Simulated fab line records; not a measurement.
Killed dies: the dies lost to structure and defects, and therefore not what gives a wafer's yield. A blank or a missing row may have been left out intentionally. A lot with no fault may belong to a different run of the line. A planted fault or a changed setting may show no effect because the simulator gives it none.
2 desks looking at one fault -- flow n5 finfet -- each desk has only its own numbers; what lay behind them comes last

METROLOGY DESK
What the gauges read, lot by lot, whatever tool the lot ran on: means of the sampled wafers that have a number. A lot is out of limits, marked OUT, if its mean lies more than 4 standard deviations from the usual mean; the brackets give that distance. Of its 15 readings 7 are shown: the one that was out of limits first, and those that lie furthest out on some lot.
Columns: A = thk nm at N5_SD_EPI_P_EPI_MEAS_23, usual 60.9 nm; B = RS_SD_P at N5_SD_ACTIVATION_RS_MEAS_03, usual 56.3 ohm/sq; C = DIBL_N at N5_BEOL_M4_RC_MEAS_101, usual 36.2 mV/V; D = IOFF_P at N5_BEOL_M4_RC_MEAS_101, usual 0.21 nA/um; E = ION_P at N5_BEOL_M4_RC_MEAS_101, usual 460 uA/um; F = RS_SD_P at N5_BEOL_M4_RC_MEAS_101, usual 66.1 ohm/sq; G = VT_P at N5_BEOL_M4_RC_MEAS_101, usual -252 mV
lot,first seen here,A,B,C,D,E,F,G
L473,day 3 04:48,63.2,55.0,37.8,0.20,456,63.8,-252
L475,day 3 17:07,59.7,57.2,38.4,0.27,465,67.7,-245
L476,day 3 22:43,61.4,55.6,36.6,0.21,458,65.7,-252
L477,day 4 03:56,62.4,55.8,36.5,0.19,460,65.5,-253
L484,day 6 04:13,67.2 (+4.5) OUT,51.5 (-5.3) OUT,34.4,0.22,466,60.6 (-4.2) OUT,-246
L487,day 6 18:33,65.1,51.5 (-5.3) OUT,36.0,0.22,468,61.0,-250
L488,day 7 00:56,67.2 (+4.5) OUT,50.6 (-6.3) OUT,33.4,0.16,446,59.9 (-4.8) OUT,-256
L490,day 7 09:44,59.8,56.5,35.8,0.18,456,66.3,-253
L493,day 8 05:18,60.4,56.6,37.1,0.19,455,66.4,-254
L492,day 8 06:07,61.1,55.3,35.4,0.21,466,64.5,-251
This desk's verdict: out of limits on L484, L487, L488, starting with L484 at day 6 08:50 (thk nm at N5_SD_EPI_P_EPI_MEAS_23). Within limits: L473, L475, L476, L477, L490, L493, L492.

AT THE TOOL OWNER'S DESK: epi rpcvd-01
The tool's own readings at N5_SD_EPI_P_EPI_21 (deposits SiGe:B, time 355 s): means of the sampled wafers that have a number, for each lot that ran on this tool. A lot is out of limits, marked OUT, if its mean lies more than 4 standard deviations from the usual mean; the brackets give that distance.
Columns: A = susceptor_temp_C_max at N5_SD_EPI_P_EPI_21, usual 551.26
lot,first seen here,A
L473,day 3 07:17,551.55
L475,day 3 20:25,551.42
L476,day 4 01:31,551.85
L484,day 6 07:21,551.38
L487,day 6 22:29,551.16
L488,day 7 04:28,551.06
This desk's verdict: no lot among the 6 shows anything out of limits.

PUT TOGETHER
Metrology desk: alarm possible at day 6 08:50 on L484, L487, L488.
The desk of the tool owner found nothing out of limits.
On record at the tool owner's desk: L484, L487, L488, within its limits.
Of the lots named, all ran N5_SD_EPI_P_EPI_21 on epi rpcvd-01.

WHAT THE SIMULATOR PUT IN
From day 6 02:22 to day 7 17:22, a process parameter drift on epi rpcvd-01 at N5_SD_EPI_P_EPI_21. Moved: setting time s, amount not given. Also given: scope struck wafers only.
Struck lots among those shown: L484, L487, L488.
Per desk, hours elapsed from the start of the fault to the first reading out of limits: for the metrology desk, 6.
